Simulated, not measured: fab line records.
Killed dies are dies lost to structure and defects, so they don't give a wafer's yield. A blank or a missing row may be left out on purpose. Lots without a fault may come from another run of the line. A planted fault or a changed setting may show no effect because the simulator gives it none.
fab line records ; flow n5_finfet
record lots=6; wafers=18; last_day=17
route steps=1938 shown BEOL_M9@1468 BEOL_M10@1470
lots that met no fault: taken from a fault-free run of the same line
start_h: the number of hours between the record's first day and the start of the first shown wafer of the lot ; wait_h: time in hours since the lot's previous step ; " unchanged from the row above ; L1.1+2: several wafers, shown together as one row ; - value missing, or start not given ; * or withheld: withheld ; < > ~ a bound
route shown NAME@n: NAME is a module with steps in the file, n the number in the route of the first one ; usual: the fault-free wafers' mean and standard deviation ; same: alike in all rows ; chamber/n: place in a boat ; sites: each site's reading ; _std_site: their standard deviation ; _edge_site: inner sites' mean taken away from outer sites' mean ; radius_mm: how far each site lies from the wafer's centre ; mask NAME#n: copy n ; behind: the tool/chamber that last shaped the wafer ; hold: cause of the lot's hold/its duration in hours/its outcome ; device: whichever transistor did not switch (one of n, p or np) ; end of line: the tests these same wafers got at the end of their route ; a step with no rows: only its recipe ; killed: count of dies lost to structure and defects at first sort (not the wafer's yield) ; map: dies across one wafer; x = killed, . = not, _ = none there
set.NAME: the setting the step ran with; set.NAME@STEP: the setting that earlier step ran with ; model.NAME: the simulator's own value behind a step, which no gauge read
lots at some steps of the route; a table a step, a row a wafer
services: a tool's chamber out of use, with start hour (start_h, from the record's first day; less than 0 if before it), hours out, and reason
## steps
# step N5_BEOL_M9_RS_MEAS_57
# recipe thk_meas_gauge=four-point-probe; reads=Cu_of_BEOL_M9_ECD_50+Co_of_BEOL_M9_CVD_78+TaN_of_BEOL_M9_ALD_74
# usual M9_RS=0.150/0.004
lot.wafer;tool;chamber;start_h;wait_h;M9_RS[ohm/sq]
L496.1;film_metro-01;-;254.08;0.1;0.153
L496.4;film_metro-01;-;254.08;0.1;0.148
L496.6;film_metro-01;-;254.08;0.1;0.150
L501.1;film_metro-02;-;261.00;0.1;0.154
L501.3;film_metro-02;-;261.00;0.1;0.147
L501.4;film_metro-02;-;261.00;0.1;0.151
L504.1;film_metro-02;-;287.23;0.1;0.149
L504.5;film_metro-02;-;287.23;0.1;0.147
L504.6;film_metro-02;-;287.23;0.1;0.155
L506.1;film_metro-01;-;303.70;0.1;0.151
L506.3;film_metro-01;-;303.70;0.1;0.146
L506.6;film_metro-01;-;303.70;0.1;0.152
L512.2;film_metro-01;-;331.90;0.1;0.149
L512.3;film_metro-01;-;331.90;0.1;0.150
L512.5;film_metro-01;-;331.90;0.1;0.155
L516.3;film_metro-01;-;354.59;0.1;0.157
L516.4;film_metro-01;-;354.59;0.1;0.150
L516.6;film_metro-01;-;354.59;0.1;0.147
# step N5_BEOL_M9_INSPECT_58
# recipe inspect_instrument=darkfield; mode=post_dep
# usual raw_defect_count=66/21
lot.wafer;tool;chamber;start_h;wait_h;raw_defect_count
L496.1;defect_inspect-01;-;254.10;0.0;59
L496.4;defect_inspect-01;-;254.10;0.0;55
L496.6;defect_inspect-01;-;254.10;0.0;72
L501.1;defect_inspect-01;-;261.03;0.0;58
L501.3;defect_inspect-01;-;261.03;0.0;54
L501.4;defect_inspect-01;-;261.03;0.0;44
L504.1;defect_inspect-02;-;287.26;0.0;145
L504.5;defect_inspect-02;-;287.26;0.0;79
L504.6;defect_inspect-02;-;287.26;0.0;64
L506.1;defect_inspect-01;-;303.73;0.0;49
L506.3;defect_inspect-01;-;303.73;0.0;82
L506.6;defect_inspect-01;-;303.73;0.0;73
L512.2;defect_inspect-02;-;331.93;0.0;87
L512.3;defect_inspect-02;-;331.93;0.0;82
L512.5;defect_inspect-02;-;331.93;0.0;88
L516.3;defect_inspect-01;-;354.62;0.0;68
L516.4;defect_inspect-01;-;354.62;0.0;63
L516.6;defect_inspect-01;-;354.62;0.0;63
# step N5_BEOL_M10_ILD_DEP_00
# recipe material=SiCOH_lowk; target_thk_a=3085.1; temp_c=300; precursor=DEMS/porogen; pressure_torr=5; rf_w=500; time_s=58
# usual heater_power_w=273/46; showerhead_plenum_p_Torr=5.738/0.018; throttle_valve_pct=13.3/0.64
# same time_s=58
lot.wafer;tool;chamber;start_h;wait_h;heater_power_w;showerhead_plenum_p_Torr;throttle_valve_pct
L496.1;pecvd-02;1;254.14;0.0;287;5.735;14.0
L496.4;pecvd-02;1;254.14;0.0;300;5.752;13.9
L496.6;pecvd-02;2;254.14;0.0;273;5.720;13.8
L501.1;pecvd-01;2;261.07;0.0;241;5.770;12.2
L501.3;pecvd-01;1;261.07;0.0;260;5.717;13.6
L501.4;pecvd-01;2;261.07;0.0;241;5.776;12.2
L504.1;pecvd-02;0;287.29;0.0;328;5.738;12.9
L504.5;pecvd-02;1;287.29;0.0;297;5.734;14.2
L504.6;pecvd-02;0;287.29;0.0;326;5.718;12.7
L506.1;pecvd-01;1;303.77;0.0;253;5.728;13.3
L506.3;pecvd-01;2;303.77;0.0;212;5.762;12.6
L506.6;pecvd-01;2;303.77;0.0;218;5.757;12.5
L512.2;pecvd-01;1;331.96;0.0;232;5.717;13.0
L512.3;pecvd-01;0;331.96;0.0;301;5.756;13.5
L512.5;pecvd-01;2;331.96;0.0;248;5.766;12.4
L516.3;pecvd-02;1;354.65;0.0;269;5.738;14.1
L516.4;pecvd-02;1;354.65;0.0;270;5.739;14.2
L516.6;pecvd-02;0;354.65;0.0;297;5.735;13.1
# step N5_BEOL_M10_CURE_71
# recipe temp_c=385; time_s=240; ambient=He/Ar; material=SiCOH_lowk
# usual lamp_power_pct=52.31/0.059; wafer_temp_C_max=386.8/0.51
# same time_s=240
lot.wafer;tool;chamber;start_h;wait_h;lamp_power_pct;wafer_temp_C_max
L496.1;uv_cure-01;0;254.22;0.0;52.26;386.7
L496.4;uv_cure-01;0;254.22;0.0;52.38;386.8
L496.6;uv_cure-01;0;254.22;0.0;52.30;386.5
L501.1;uv_cure-02;1;261.17;0.1;52.36;387.7
L501.3;uv_cure-02;1;261.17;0.1;52.33;386.9
L501.4;uv_cure-02;1;261.17;0.1;52.19;387.4
L504.1;uv_cure-02;0;287.49;0.2;52.42;386.0
L504.5;uv_cure-02;0;287.49;0.2;52.26;386.4
L504.6;uv_cure-02;0;287.49;0.2;52.39;386.6
L506.1;uv_cure-02;0;303.84;0.0;52.37;386.2
L506.3;uv_cure-02;0;303.84;0.0;52.27;387.0
L506.6;uv_cure-02;0;303.84;0.0;52.20;386.4
L512.2;uv_cure-02;2;332.12;0.1;52.39;387.1
L512.3;uv_cure-02;2;332.12;0.1;52.33;386.5
L512.5;uv_cure-02;2;332.12;0.1;52.28;387.9
L516.3;uv_cure-03;1;355.05;0.4;52.28;386.5
L516.4;uv_cure-03;1;355.05;0.4;52.38;387.1
L516.6;uv_cure-03;1;355.05;0.4;52.22;386.8
# step N5_BEOL_M10_THK_MEAS_01
# recipe reads=SiCOH_lowk_of_BEOL_M10_ILD_DEP_00
# usual M10_ILD_THK=266/3.7
lot.wafer;tool;chamber;start_h;wait_h;M10_ILD_THK[nm]
L496.1;film_metro-01;-;254.73;0.4;265
L496.4;film_metro-01;-;254.73;0.4;272
L496.6;film_metro-01;-;254.73;0.4;270
L501.1;film_metro-02;-;262.16;0.8;262
L501.3;film_metro-02;-;262.16;0.8;266
L501.4;film_metro-02;-;262.16;0.8;264
L504.1;film_metro-02;-;288.01;0.4;264
L504.5;film_metro-02;-;288.01;0.4;270
L504.6;film_metro-02;-;288.01;0.4;268
L506.1;film_metro-01;-;304.36;0.4;269
L506.3;film_metro-01;-;304.36;0.4;265
L506.6;film_metro-01;-;304.36;0.4;268
L512.2;film_metro-01;-;332.55;0.4;264
L512.3;film_metro-01;-;332.55;0.4;265
L512.5;film_metro-01;-;332.55;0.4;265
L516.3;film_metro-02;-;355.72;0.5;266
L516.4;film_metro-02;-;355.72;0.5;271
L516.6;film_metro-02;-;355.72;0.5;262
# step N5_BEOL_M10_PECVD_70
# recipe material=SiO2; target_thk_a=200; temp_c=400; precursor=TEOS/O2; pressure_torr=5.5; rf_w=450; teos_flow_sccm=53.8; gas=O2; flow_sccm=3000; time_s=22.7
# usual heater_power_w=636/88; showerhead_plenum_p_Torr=8.78/0.072; throttle_valve_pct=21.5/1
# same time_s=22.7
lot.wafer;tool;chamber;start_h;wait_h;heater_power_w;showerhead_plenum_p_Torr;throttle_valve_pct
L496.1;pecvd-03;2;254.77;0.0;506;8.73;20.3
L496.4;pecvd-03;2;254.77;0.0;520;8.71;20.6
L496.6;pecvd-03;0;254.77;0.0;714;8.79;21.8
L501.1;pecvd-02;0;262.20;0.0;688;8.69;20.6
L501.3;pecvd-02;2;262.20;0.0;604;8.71;22.3
L501.4;pecvd-02;0;262.20;0.0;677;8.72;20.5
L504.1;pecvd-01;0;288.04;0.0;648;8.81;21.9
L504.5;pecvd-01;1;288.04;0.0;561;8.71;21.2
L504.6;pecvd-01;2;288.04;0.0;540;8.88;19.8
L506.1;pecvd-01;1;304.39;0.0;562;8.70;21.1
L506.3;pecvd-01;0;304.39;0.0;700;8.81;21.9
L506.6;pecvd-01;0;304.39;0.0;689;8.79;22.0
L512.2;pecvd-01;1;332.59;0.0;589;8.70;21.1
L512.3;pecvd-01;2;332.59;0.0;518;8.90;20.0
L512.5;pecvd-01;2;332.59;0.0;519;8.90;20.1
L516.3;pecvd-02;1;355.76;0.0;659;8.77;22.7
L516.4;pecvd-02;2;355.76;0.0;555;8.71;22.7
L516.6;pecvd-02;1;355.76;0.0;657;8.78;22.6
# step N5_BEOL_M10_HM_DEP_02
# recipe material=TiN; target_thk_a=200; temp_c=25; chamber_pressure_pa=0.49996
# usual substrate_temp_c=25.01/0.11; throttle_valve_pct=30.0/0.75
lot.wafer;tool;chamber;start_h;wait_h;substrate_temp_c;throttle_valve_pct
L496.1;pvd_sputter-01;-;255.55;0.8;24.89;28.8
L496.4;pvd_sputter-01;-;255.55;0.8;24.99;30.1
L496.6;pvd_sputter-01;-;255.55;0.8;24.83;29.1
L501.1;pvd_sputter-01;-;262.30;0.1;24.85;28.8
L501.3;pvd_sputter-01;-;262.30;0.1;24.86;30.2
L501.4;pvd_sputter-01;-;262.30;0.1;25.02;31.3
L504.1;pvd_sputter-03;-;290.13;2.1;25.16;29.8
L504.5;pvd_sputter-03;-;290.13;2.1;25.11;29.7
L504.6;pvd_sputter-03;-;290.13;2.1;25.00;30.6
L506.1;pvd_sputter-03;-;305.62;1.2;25.00;30.3
L506.3;pvd_sputter-03;-;305.62;1.2;25.12;30.1
L506.6;pvd_sputter-03;-;305.62;1.2;25.11;30.3
L512.2;pvd_sputter-03;-;333.86;1.2;25.00;30.7
L512.3;pvd_sputter-03;-;333.86;1.2;24.98;30.6
L512.5;pvd_sputter-03;-;333.86;1.2;24.98;29.7
L516.3;pvd_sputter-03;-;357.69;1.9;24.99;29.9
L516.4;pvd_sputter-03;-;357.69;1.9;25.03;30.7
L516.6;pvd_sputter-03;-;357.69;1.9;24.98;30.5
# step N5_BEOL_M10_COAT_59
# recipe resist=SOC; temp_c=250; time_s=60; spin_rpm=1500; resist_thk_nm=100
# step N5_BEOL_M10_COAT_60
# recipe resist=SiARC; temp_c=220; time_s=60; spin_rpm=1500; resist_thk_nm=30
# step N5_BEOL_M10_COAT_05
# recipe resist=CAR-ArF; spin_rpm=1500; resist_thk_nm=90
# step N5_BEOL_M10_EBR_07
# recipe solvent=PGMEA; ebr_width_mm=1.5
# step N5_BEOL_M10_SOFTBAKE_06
# recipe temp_c=110; time_s=60; resist=CAR-ArF
# step N5_BEOL_M10_EXPOSE_08
# recipe mask_id=M10; na=1.35; source_shape=dipole; sigma_inner=0.411; sigma_outer=0.611; polarization=te; dose_mj=53.75
# usual dipole_opening_deg=40/0; exposure_dose_mJ_cm2=53.73/0.052
lot.wafer;tool;chamber;start_h;wait_h;mask;dipole_opening_deg;exposure_dose_mJ_cm2
L496.1;arfi_scanner-03;0;255.79;-;M10#0;40;53.77
L496.4;arfi_scanner-03;0;255.79;-;M10#0;40;53.74
L496.6;arfi_scanner-03;0;255.79;-;M10#0;40;53.84
L501.1;arfi_scanner-02;0;262.54;-;M10#0;40;53.80
L501.3;arfi_scanner-02;0;262.54;-;M10#0;40;53.78
L501.4;arfi_scanner-02;0;262.54;-;M10#0;40;53.80
L504.1;arfi_scanner-03;-;290.51;-;M10#0;-;-
L504.5;arfi_scanner-03;-;290.51;-;M10#0;-;-
L504.6;arfi_scanner-03;-;290.51;-;M10#0;-;-
L506.1;arfi_scanner-03;-;305.89;-;M10#0;-;-
L506.3;arfi_scanner-03;-;305.89;-;M10#0;-;-
L506.6;arfi_scanner-03;-;305.89;-;M10#0;-;-
L512.2;arfi_scanner-01;0;334.23;-;M10#0;40;53.71
L512.3;arfi_scanner-01;0;334.23;-;M10#0;40;53.68
L512.5;arfi_scanner-01;0;334.23;-;M10#0;40;53.66
L516.3;arfi_scanner-03;0;358.14;-;M10#0;40;53.78
L516.4;arfi_scanner-03;0;358.14;-;M10#0;40;53.80
L516.6;arfi_scanner-03;0;358.14;-;M10#0;40;53.79
# step N5_BEOL_M10_PEB_09
# recipe peb_temp_c=withheld; peb_time_s=60; resist=CAR-ArF
## services
tool;chamber;start_h;hours;kind
uv_cure-02;-;233.65;6.0;pm
pecvd-01;0;237.40;3.7;repair
pecvd-02;2;242.89;5.5;scheduled_down
arfi_scanner-01;-;244.03;1.2;repair
pecvd-01;2;250.46;9.1;repair
arfi_scanner-01;-;252.73;4.9;pm
arfi_scanner-03;-;259.44;0.9;repair
arfi_scanner-01;-;260.16;1.3;pm
arfi_scanner-03;-;263.68;3.0;repair
uv_cure-03;-;265.82;1.0;pm
arfi_scanner-02;-;265.89;1.0;pm
uv_cure-02;-;272.40;7.0;repair
arfi_scanner-02;-;277.46;1.3;pm
arfi_scanner-03;-;281.60;2.5;repair
arfi_scanner-02;-;290.72;0.8;pm
arfi_scanner-03;-;292.79;0.8;pm
arfi_scanner-03;-;312.59;1.3;pm
arfi_scanner-01;-;314.10;3.9;pm
pecvd-01;2;326.80;-;calibration
arfi_scanner-03;-;332.49;6.3;repair
uv_cure-01;-;344.91;0.8;repair
uv_cure-02;-;346.62;6.2;repair
arfi_scanner-01;-;346.94;1.0;pm
arfi_scanner-01;-;355.25;0.9;repair
## key
first_sign step=N5_BEOL_M10_EXPOSE_08; reading=tool_record; direction=missing
effect none on later readings
met_at N5_BEOL_M10_EXPOSE_08
struck_wafers L504.1,L504.5,L504.6,L506.1,L506.3,L506.6
later_rows_left_out L504.1,L504.5,L504.6,L506.1,L506.3,L506.6
sort_left_out L504.1,L504.5,L504.6,L506.1,L506.3,L506.6
onset_between 255.79 290.51
fault kind=skipped_step_whole; tool=arfi_scanner-03; chamber=-; onset_h=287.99; steps=N5_BEOL_M10_EXPOSE_08; scope=struck_lots_only
# sort_left_out: the simulated sort isn't trusted on such a fault, so these wafers' sort isn't shown, and their yield isn't known
# later_rows_left_out: the simulator's readings of these wafers behind a module that went badly wrong aren't trusted and aren't shown, but for the sort
